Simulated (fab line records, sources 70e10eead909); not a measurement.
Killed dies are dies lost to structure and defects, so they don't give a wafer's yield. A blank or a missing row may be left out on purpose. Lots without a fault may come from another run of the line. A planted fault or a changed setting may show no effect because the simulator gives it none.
Which tool did it? | flow nand_harc | 23 lots, 69 wafers sampled, at 6 steps of a route of 1302

WHAT THE GAUGES READ, wafer by wafer
The record holds no reading of a measuring or inspecting step that can be judged against a usual standard deviation.

WHICH TOOL RAN EACH LOT (tool, then ch and the chambers of the sampled wafers, then the start)
lot  | NHARC_A_STAIRCASE_STRIP_254          | NHARC_A_STAIRCASE_DEP_280       | NHARC_A_STAIRCASE_HM_OPEN_460                 | NHARC_A_STAIRCASE_DEP_301       | NHARC_A_STAIRCASE_HM_OPEN_463  | NHARC_A_STAIRCASE_STRIP_316
L075 | plasma_asher-02 ch 0,1, day 16 18:44 | pecvd-01 ch 0,1, day 17 03:28   | rie_diel-04 ch 0,1,3, day 17 12:36 or earlier | pecvd-01 ch 0,1,2, day 17 12:36 | rie_diel-09 ch 0,2,3, no start | rie_diel-09 ch 1,2,3, no start
L074 | plasma_asher-01 ch 0,1, day 16 19:08 | pecvd-03 ch 0,1,2, day 17 07:01 | rie_diel-09 ch 0,1,2, day 17 15:42 or earlier | pecvd-01 ch 0,1,2, day 17 15:42 | rie_diel-09 ch 0,1,3, no start | rie_diel-09 ch 0,1,3, no start
L076 | plasma_asher-02 ch 0, day 17 07:21   | pecvd-01 ch 1,2, day 17 18:32   | rie_diel-04 ch 0,2,3, day 17 23:41 or earlier | pecvd-04 ch 0,1,2, day 17 23:41 | rie_diel-09 ch 0,2, no start   | rie_diel-09 ch 1,2,3, no start
L077 | plasma_asher-01 ch 0, day 18 01:57   | pecvd-03 ch 0,2, day 18 13:59   | rie_diel-01 ch 0,1,2, day 18 20:11 or earlier | pecvd-01 ch 0,1,2, day 18 20:11 | rie_diel-01 ch 0,2,3, no start | rie_diel-01 ch 1,2,3, no start
L078 | plasma_asher-01 ch 0,1, day 18 04:44 | pecvd-04 ch 0,1,2, day 18 15:31 | rie_diel-09 ch 0,2,3, day 18 23:50 or earlier | pecvd-04 ch 0,1,2, day 18 23:50 | rie_diel-09 ch 1,2,3, no start | rie_diel-09 ch 0,1,3, no start
L079 | plasma_asher-02 ch 0,1, day 18 05:05 | pecvd-03 ch 0,1,2, day 18 16:06 | rie_diel-04 ch 1,2,3, day 19 01:13 or earlier | pecvd-01 ch 0,1,2, day 19 01:13 | rie_diel-04 ch 1,2,3, no start | rie_diel-04 ch 1,2,3, no start
L080 | plasma_asher-01 ch 0,1, day 18 20:37 | pecvd-03 ch 1,2, day 19 09:35   | rie_diel-09 ch 0,2,3, day 19 14:59 or earlier | pecvd-01 ch 0,1,2, day 19 14:59 | rie_diel-01 ch 1,2,3, no start | rie_diel-01 ch 0,1,2, no start
L081 | plasma_asher-01 ch 0,1, day 19 01:31 | pecvd-01 ch 0,1,2, day 19 13:32 | rie_diel-04 ch 0,1,2, day 19 18:36 or earlier | pecvd-01 ch 0,1, day 19 18:36   | rie_diel-01 ch 0,2,3, no start | rie_diel-01 ch 0,3, no start
L082 | plasma_asher-01 ch 0,1, day 19 18:09 | pecvd-01 ch 0,1,2, day 20 05:15 | rie_diel-09 ch 0,2,3, day 20 11:47 or earlier | pecvd-04 ch 0,1,2, day 20 11:47 | rie_diel-04 ch 0,1,3, no start | rie_diel-04 ch 1,2,3, no start
L083 | plasma_asher-02 ch 0,1, day 19 18:19 | pecvd-01 ch 0,2, day 20 07:04   | rie_diel-01 ch 0,2,3, day 20 13:41 or earlier | pecvd-01 ch 0,2, day 20 13:41   | rie_diel-01 ch 0,2,3, no start | rie_diel-01 ch 1,3, no start
L085 | plasma_asher-02 ch 0,1, day 20 15:29 | pecvd-03 ch 0,1, day 21 00:46   | rie_diel-01 ch 0,1, day 21 06:08 or earlier   | pecvd-03 ch 0,1,2, day 21 06:08 | rie_diel-01 ch 0,1,2, no start | rie_diel-01 ch 0,2, no start
L084 | plasma_asher-02 ch 0, day 20 19:32   | pecvd-04 ch 1,2, day 21 04:08   | rie_diel-04 ch 0,1,2, day 21 12:03 or earlier | pecvd-03 ch 0,1, day 21 12:03   | rie_diel-09 ch 2,3, no start   | rie_diel-09 ch 2,3, no start
L086 | plasma_asher-02 ch 0,1, day 21 05:16 | pecvd-03 ch 0,1, day 21 16:16   | rie_diel-04 ch 0,2,3, day 22 01:59 or earlier | pecvd-03 ch 0,2, day 22 01:59   | rie_diel-04 ch 0,2, no start   | rie_diel-04 ch 0,2,3, no start
L087 | plasma_asher-01 ch 0,1, day 22 06:13 | pecvd-03 ch 0,2, day 22 15:12   | rie_diel-04 ch 0,1,3, day 22 20:20 or earlier | pecvd-04 ch 0,1,2, day 22 20:20 | rie_diel-04 ch 0,2,3, no start | rie_diel-04 ch 0,1,3, no start
L088 | plasma_asher-02 ch 0, day 22 15:16   | pecvd-03 ch 0,1,2, day 23 01:35 | rie_diel-01 ch 0,1,3, day 23 07:02 or earlier | pecvd-03 ch 0,2, day 23 07:02   | rie_diel-09 ch 0,1,3, no start | rie_diel-09 ch 0,1,3, no start
L089 | plasma_asher-02 ch 0,1, day 22 15:34 | pecvd-01 ch 0,1, day 23 01:37   | rie_diel-01 ch 2,3, day 23 07:18 or earlier   | pecvd-01 ch 0,1,2, day 23 07:18 | rie_diel-01 ch 0,1, no start   | rie_diel-01 ch 1,2,3, no start
L090 | plasma_asher-02 ch 0,1, day 23 10:23 | pecvd-03 ch 1,2, day 23 18:56   | rie_diel-09 ch 0,1,2, day 24 02:10 or earlier | pecvd-04 ch 1,2, day 24 02:10   | rie_diel-09 ch 0,1,2, no start | rie_diel-09 ch 1,2,3, no start
L091 | plasma_asher-01 ch 0,1, day 23 10:58 | pecvd-01 ch 0,1,2, day 23 20:44 | rie_diel-09 ch 1,2,3, day 24 04:30 or earlier | pecvd-01 ch 1,2, day 24 04:30   | rie_diel-04 ch 0,1,3, no start | rie_diel-04 ch 0,1,2, no start
L093 | plasma_asher-01 ch 0,1, day 24 12:16 | pecvd-01 ch 0,1,2, day 24 23:00 | rie_diel-09 ch 1,2,3, day 25 04:29 or earlier | pecvd-01 ch 0,1,2, day 25 04:29 | rie_diel-01 ch 0,1,3, no start | rie_diel-01 ch 0,2,3, no start
L092 | plasma_asher-02 ch 0,1, day 24 12:44 | pecvd-03 ch 0,1,2, day 24 23:29 | rie_diel-01 ch 0,1,2, day 25 04:33 or earlier | pecvd-04 ch 1,2, day 25 04:33   | rie_diel-04 ch 0,1,3, no start | rie_diel-04 ch 1,2,3, no start
L094 | plasma_asher-02 ch 0,1, day 24 23:59 | pecvd-01 ch 1,2, day 25 11:52   | rie_diel-01 ch 0,1,3, day 25 17:51 or earlier | pecvd-04 ch 0,2, day 25 17:51   | rie_diel-09 ch 1,2,3, no start | rie_diel-09 ch 1,2, no start
L096 | plasma_asher-01 ch 0,1, day 25 02:34 | pecvd-03 ch 0,2, day 25 13:11   | rie_diel-04 ch 0,1,2, day 25 18:41 or earlier | pecvd-03 ch 1,2, day 25 18:41   | rie_diel-09 ch 0,1,3, no start | rie_diel-09 ch 0,1,3, no start
L097 | plasma_asher-02 ch 0,1, day 25 19:48 | pecvd-04 ch 0,2, day 26 04:10   | rie_diel-04 ch 0,1,3, day 26 10:43 or earlier | pecvd-01 ch 0,2, day 26 10:43   | rie_diel-04 ch 0,2,3, no start | rie_diel-04 ch 0,1,2, no start
- NHARC_A_STAIRCASE_STRIP_254: strips in O2.
- NHARC_A_STAIRCASE_DEP_280: deposits SiON, target thk 30 nm.
- NHARC_A_STAIRCASE_HM_OPEN_460: chemistry O2/COS.
- NHARC_A_STAIRCASE_DEP_301: deposits SiON, target thk 30 nm.
- NHARC_A_STAIRCASE_HM_OPEN_463: chemistry O2/COS.
- NHARC_A_STAIRCASE_STRIP_316: strips in O2.

WHAT THE TOOLS THEMSELVES READ (means of the sampled wafers that have a number; where no wafer has one, the mark that the record gives instead)
NHARC_A_STAIRCASE_STRIP_254. Usual: drypump_motor_current_A 6.06 A, standard deviation 0.15; heater_power_w 317 W, standard deviation 23.
lot  | tool            | drypump_motor_current_A (A) | heater_power_w (W) | flag
L075 | plasma_asher-02 | 5.91                        | 331                |
L074 | plasma_asher-01 | 6.22                        | 309                |
L076 | plasma_asher-02 | 5.98                        | 339                |
L077 | plasma_asher-01 | 6.18                        | 320                |
L078 | plasma_asher-01 | 6.24                        | 299                |
L079 | plasma_asher-02 | 5.92                        | 334                |
L080 | plasma_asher-01 | 6.23                        | 297                |
L081 | plasma_asher-01 | 6.21                        | 296                |
L082 | plasma_asher-01 | 6.24                        | 300                |
L083 | plasma_asher-02 | 5.92                        | 321                |
L085 | plasma_asher-02 | 5.91                        | 317                |
L084 | plasma_asher-02 | 5.97                        | 347                |
L086 | plasma_asher-02 | 5.92                        | 321                |
L087 | plasma_asher-01 | 6.22                        | 301                |
L088 | plasma_asher-02 | 5.97                        | 353                |
L089 | plasma_asher-02 | 5.92                        | 319                |
L090 | plasma_asher-02 | 5.91                        | 315                |
L091 | plasma_asher-01 | 6.22                        | 300                |
L093 | plasma_asher-01 | 6.22                        | 296                |
L092 | plasma_asher-02 | 5.95                        | 336                |
L094 | plasma_asher-02 | 5.91                        | 320                |
L096 | plasma_asher-01 | 6.22                        | 313                |
L097 | plasma_asher-02 | 5.92                        | 318                |

NHARC_A_STAIRCASE_DEP_280. Usual: heater_power_w 760 W, standard deviation 67; rf_fwd_power_W 348.4 W, standard deviation 0.99; showerhead_vpp_V 1125 V, standard deviation 51.
lot  | tool     | heater_power_w (W) | rf_fwd_power_W (W) | showerhead_vpp_V (V) | flag
L075 | pecvd-01 | 798                | 349.1              | 1152                 |
L074 | pecvd-03 | 708                | 347.6              | 1147                 |
L076 | pecvd-01 | 685                | 348.5              | 1063                 |
L077 | pecvd-03 | 812                | 347.9              | 1161                 |
L078 | pecvd-04 | 802                | 346.8              | 1118                 |
L079 | pecvd-03 | 768                | 349.4              | 1133                 |
L080 | pecvd-03 | 743                | 347.8              | 1104                 |
L081 | pecvd-01 | 700                | 349.9              | 1103                 |
L082 | pecvd-01 | 718                | 348.4              | 1106                 |
L083 | pecvd-01 | 680                | 348.7              | 1082                 |
L085 | pecvd-03 | 785                | 348.7              | 1131                 |
L084 | pecvd-04 | 744                | 348.0              | 1099                 |
L086 | pecvd-03 | 769                | 348.9              | 1137                 |
L087 | pecvd-03 | 735                | 348.5              | 1167                 |
L088 | pecvd-03 | 803                | 348.3              | 1140                 |
L089 | pecvd-01 | 783                | 349.3              | 1136                 |
L090 | pecvd-03 | 768                | 349.1              | 1135                 |
L091 | pecvd-01 | 753                | 348.0              | 1107                 |
L093 | pecvd-01 | 761                | 348.9              | 1102                 |
L092 | pecvd-03 | 789                | 348.5              | 1142                 |
L094 | pecvd-01 | 712                | 348.6              | 1049                 |
L096 | pecvd-03 | 798                | 348.5              | 1157                 |
L097 | pecvd-04 | 736                | 348.5              | 1143                 |

NHARC_A_STAIRCASE_HM_OPEN_460. Usual: drypump_motor_current_A 5.7 A, standard deviation 0.42; oes_product_au 0.999 a.u., standard deviation 0.0077; rf_fwd_power_W 499.4 W, standard deviation 1.5; rf_vpp_V 467 V, standard deviation 3.7; showerhead_plenum_p_Torr 3.10 Torr, standard deviation 0.17; throttle_valve_pct 28.331 %, standard deviation 0.0085.
lot  | tool        | drypump_motor_current_A (A) | oes_product_au (a.u.) | rf_fwd_power_W (W) | rf_vpp_V (V) | showerhead_plenum_p_Torr (Torr) | throttle_valve_pct (%) | flag
L075 | rie_diel-04 | 5.4                         | 0.997                 | 501.6              | 466          | 3.09                            | 28.326                 |
L074 | rie_diel-09 | 5.9                         | 1.001                 | 499.4              | 465          | 3.03                            | 28.335                 |
L076 | rie_diel-04 | 5.5                         | 1.005                 | 500.0              | 466          | 3.10                            | 28.331                 |
L077 | rie_diel-01 | 5.7                         | 0.996                 | 499.3              | 466          | 3.08                            | 28.331                 |
L078 | rie_diel-09 | 5.8                         | 0.997                 | 498.9              | 466          | 3.06                            | 28.325                 |
L079 | rie_diel-04 | 5.3                         | 0.998                 | 501.3              | 464          | 2.96                            | 28.334                 |
L080 | rie_diel-09 | 5.8                         | 0.998                 | 498.9              | 465          | 3.06                            | 28.338                 |
L081 | rie_diel-04 | 5.4                         | 0.993                 | 498.7              | 466          | 3.05                            | 28.330                 |
L082 | rie_diel-09 | 5.8                         | 0.998                 | 499.2              | 466          | 3.06                            | 28.333                 |
L083 | rie_diel-01 | 6.0                         | 0.999                 | 498.6              | 468          | 3.20                            | 28.322                 |
L085 | rie_diel-01 | 5.5                         | 0.990                 | 499.8              | 465          | 3.01                            | 28.335                 |
L084 | rie_diel-04 | 5.4                         | 0.997                 | 499.6              | 464          | 3.04                            | 28.332                 |
L086 | rie_diel-04 | 5.5                         | 1.000                 | 499.5              | 467          | 3.09                            | 28.331                 |
L087 | rie_diel-04 | 5.4                         | 1.002                 | 498.9              | 466          | 3.07                            | 28.330                 |
L088 | rie_diel-01 | 6.0                         | 0.996                 | 498.6              | 468          | 3.11                            | 28.328                 |
L089 | rie_diel-01 | 6.5                         | 1.003                 | 500.5              | 470          | 3.30                            | 28.334                 |
L090 | rie_diel-09 | 5.9                         | 1.006                 | 499.4              | 468          | 3.17                            | 28.328                 |
L091 | rie_diel-09 | 5.8                         | 0.998                 | 499.0              | 468          | 3.16                            | 28.336                 |
L093 | rie_diel-09 | 5.8                         | 1.002                 | 499.4              | 468          | 3.15                            | 28.329                 |
L092 | rie_diel-01 | 5.6                         | 0.995                 | 498.3              | 466          | 3.06                            | 28.333                 |
L094 | rie_diel-01 | 6.0                         | 0.989                 | 499.7              | 465          | 3.11                            | 28.338                 |
L096 | rie_diel-04 | 5.4                         | 1.005                 | 498.2              | 469          | 3.18                            | 28.335                 |
L097 | rie_diel-04 | 5.4                         | 0.993                 | 498.3              | 469          | 3.22                            | 28.331                 |

NHARC_A_STAIRCASE_DEP_301. Usual: heater_power_w 752 W, standard deviation 82; rf_fwd_power_W 348.4 W, standard deviation 1.1; showerhead_vpp_V 1122 V, standard deviation 53.
lot  | tool     | heater_power_w (W) | rf_fwd_power_W (W) | showerhead_vpp_V (V) | flag
L075 | pecvd-01 | 783                | 348.5              | 1113                 |
L074 | pecvd-01 | 736                | 348.2              | 1101                 |
L076 | pecvd-04 | 801                | 347.9              | 1131                 |
L077 | pecvd-01 | 729                | 347.6              | 1104                 |
L078 | pecvd-04 | 759                | 347.9              | 1128                 |
L079 | pecvd-01 | 792                | 347.5              | 1106                 |
L080 | pecvd-01 | 709                | 347.7              | 1117                 |
L081 | pecvd-01 | 759                | 348.0              | 1146                 |
L082 | pecvd-04 | 755                | 347.5              | 1116                 |
L083 | pecvd-01 | 829                | 348.3              | 1119                 |
L085 | pecvd-03 | 780                | 349.1              | 1140                 |
L084 | pecvd-03 | 811                | 348.7              | 1117                 |
L086 | pecvd-03 | 725                | 348.2              | 1151                 |
L087 | pecvd-04 | 759                | 348.5              | 1142                 |
L088 | pecvd-03 | 700                | 348.5              | 1160                 |
L089 | pecvd-01 | 731                | 350.0              | 1104                 |
L090 | pecvd-04 | 784                | 348.3              | 1094                 |
L091 | pecvd-01 | 709                | 349.9              | 1078                 |
L093 | pecvd-01 | 737                | 348.3              | 1119                 |
L092 | pecvd-04 | 691                | 349.5              | 1098                 |
L094 | pecvd-04 | 707                | 347.7              | 1133                 |
L096 | pecvd-03 | 772                | 348.5              | 1141                 |
L097 | pecvd-01 | 680                | 349.4              | 1079                 |

NHARC_A_STAIRCASE_HM_OPEN_463. Usual: drypump_motor_current_A 5.8 A, standard deviation 0.44; oes_product_au 1.000 a.u., standard deviation 0.0081; rf_fwd_power_W 499.1 W, standard deviation 1.5; rf_vpp_V 467 V, standard deviation 3.8; showerhead_plenum_p_Torr 3.12 Torr, standard deviation 0.18; throttle_valve_pct 28.331 %, standard deviation 0.0094.
lot  | tool        | drypump_motor_current_A (A) | oes_product_au (a.u.) | rf_fwd_power_W (W) | rf_vpp_V (V) | showerhead_plenum_p_Torr (Torr) | throttle_valve_pct (%) | flag
L075 | rie_diel-09 | 5.8                         | 0.997                 | 499.6              | 466          | 3.06                            | 28.333                 |
L074 | rie_diel-09 | 5.8                         | 1.007                 | 499.3              | 469          | 3.17                            | 28.332                 |
L076 | rie_diel-09 | 5.9                         | 1.000                 | 498.6              | 463          | 2.91                            | 28.330                 |
L077 | rie_diel-01 | 6.0                         | 0.998                 | 499.1              | 469          | 3.20                            | 28.335                 |
L078 | rie_diel-09 | 5.8                         | 0.997                 | 499.3              | 467          | 3.18                            | 28.331                 |
L079 | rie_diel-04 | 5.3                         | 0.999                 | 498.5              | 464          | 2.96                            | 28.325                 |
L080 | rie_diel-01 | 6.2                         | 1.006                 | 500.0              | 468          | 3.18                            | 28.329                 |
L081 | rie_diel-01 | 6.0                         | 1.007                 | 498.9              | 468          | 3.20                            | 28.326                 |
L082 | rie_diel-04 | 5.4                         | 1.007                 | 498.0              | 466          | 3.08                            | 28.329                 |
L083 | rie_diel-01 | 6.0                         | 1.000                 | 499.0              | 469          | 3.19                            | 28.324                 |
L085 | rie_diel-01 | 5.7                         | 0.996                 | 498.3              | 466          | 3.07                            | 28.333                 |
L084 | rie_diel-09 | 5.7                         | 0.994                 | 497.0              | 468          | 3.20                            | 28.338                 |
L086 | rie_diel-04 | 5.5                         | 0.997                 | 498.2              | 466          | 3.04                            | 28.327                 |
L087 | rie_diel-04 | 5.5                         | 1.004                 | 499.4              | 466          | 3.08                            | 28.332                 |
L088 | rie_diel-09 | 5.8                         | 0.996                 | 500.2              | 471          | 3.31                            | 28.335                 |
L089 | rie_diel-01 | 5.7                         | 0.986                 | 498.9              | 465          | 2.99                            | 28.331                 |
L090 | rie_diel-09 | 5.9                         | 1.001                 | 498.9              | 468          | 3.17                            | 28.337                 |
L091 | rie_diel-04 | 5.4                         | 1.000                 | 500.0              | 469          | 3.23                            | 28.319                 |
L093 | rie_diel-01 | 6.0                         | 0.997                 | 498.9              | 466          | 3.11                            | 28.328                 |
L092 | rie_diel-04 | 5.4                         | 1.001                 | 499.4              | 470          | 3.23                            | 28.331                 |
L094 | rie_diel-09 | 5.8                         | 1.003                 | 499.8              | 468          | 3.15                            | 28.325                 |
L096 | rie_diel-09 | 5.8                         | 0.993                 | 498.6              | 472          | 3.30                            | 28.331                 |
L097 | rie_diel-04 | 5.5                         | 0.999                 | 500.3              | 466          | 3.07                            | 28.344                 |

NHARC_A_STAIRCASE_STRIP_316. Usual: drypump_motor_current_A 5.8 A, standard deviation 0.44; oes_product_au 1.000 a.u., standard deviation 0.0075; rf_vpp_V 57.8 V, standard deviation 0.89; showerhead_plenum_p_Torr 3.53 Torr, standard deviation 0.2; throttle_valve_pct 17.037 %, standard deviation 0.0094.
lot  | tool        | drypump_motor_current_A (A) | oes_product_au (a.u.) | rf_vpp_V (V) | showerhead_plenum_p_Torr (Torr) | throttle_valve_pct (%) | flag
L075 | rie_diel-09 | 5.8                         | 0.999                 | 57.8         | 3.59                            | 17.043                 |
L074 | rie_diel-09 | 5.8                         | 1.004                 | 57.5         | 3.58                            | 17.030                 |
L076 | rie_diel-09 | 5.8                         | 0.994                 | 57.7         | 3.59                            | 17.030                 |
L077 | rie_diel-01 | 6.2                         | 0.996                 | 58.5         | 3.60                            | 17.042                 |
L078 | rie_diel-09 | 5.8                         | 1.000                 | 57.8         | 3.57                            | 17.044                 |
L079 | rie_diel-04 | 5.3                         | 1.003                 | 57.7         | 3.35                            | 17.036                 |
L080 | rie_diel-01 | 5.7                         | 0.994                 | 57.4         | 3.47                            | 17.033                 |
L081 | rie_diel-01 | 5.9                         | 1.002                 | 58.3         | 3.55                            | 17.044                 |
L082 | rie_diel-04 | 5.3                         | 1.010                 | 57.7         | 3.34                            | 17.045                 |
L083 | rie_diel-01 | 6.2                         | 1.001                 | 57.6         | 3.52                            | 17.041                 |
L085 | rie_diel-01 | 5.7                         | 1.004                 | 58.9         | 3.55                            | 17.042                 |
L084 | rie_diel-09 | 5.7                         | 0.991                 | 57.8         | 3.62                            | 17.043                 |
L086 | rie_diel-04 | 5.5                         | 1.002                 | 57.6         | 3.48                            | 17.031                 |
L087 | rie_diel-04 | 5.4                         | 0.992                 | 58.4         | 3.47                            | 17.043                 |
L088 | rie_diel-09 | 5.8                         | 1.000                 | 57.3         | 3.74                            | 17.037                 |
L089 | rie_diel-01 | 6.2                         | 1.002                 | 57.9         | 3.58                            | 17.033                 |
L090 | rie_diel-09 | 5.8                         | 1.001                 | 57.7         | 3.57                            | 17.035                 |
L091 | rie_diel-04 | 5.4                         | 1.003                 | 57.9         | 3.60                            | 17.038                 |
L093 | rie_diel-01 | 6.0                         | 0.999                 | 58.3         | 3.59                            | 17.038                 |
L092 | rie_diel-04 | 5.3                         | 0.997                 | 57.7         | 3.50                            | 17.028                 |
L094 | rie_diel-09 | 6.0                         | 1.002                 | 57.4         | 3.40                            | 17.037                 |
L096 | rie_diel-09 | 5.8                         | 0.999                 | 58.0         | 3.73                            | 17.035                 |
L097 | rie_diel-04 | 5.4                         | 1.000                 | 57.6         | 3.60                            | 17.029                 |

THE ANSWER, worked out from the rows above alone
Rule: a lot is off if the mean of its wafers that have a number lies more than 3 standard deviations from the usual mean. A lot without any number at a reading at which 4 lots or more have one is off too. The other lots that the step has rows for count as sound. The gauges are gone through in route order, then the tools' own readings, and for those a lot's mean is taken as printed above. The first step at which some lot is off is used, and at that step the reading that is off furthest; a lot without a number counts as furthest.
No lot is off at any reading shown: from this, nothing can be told.

WHAT THE SIMULATOR HAD PUT IN
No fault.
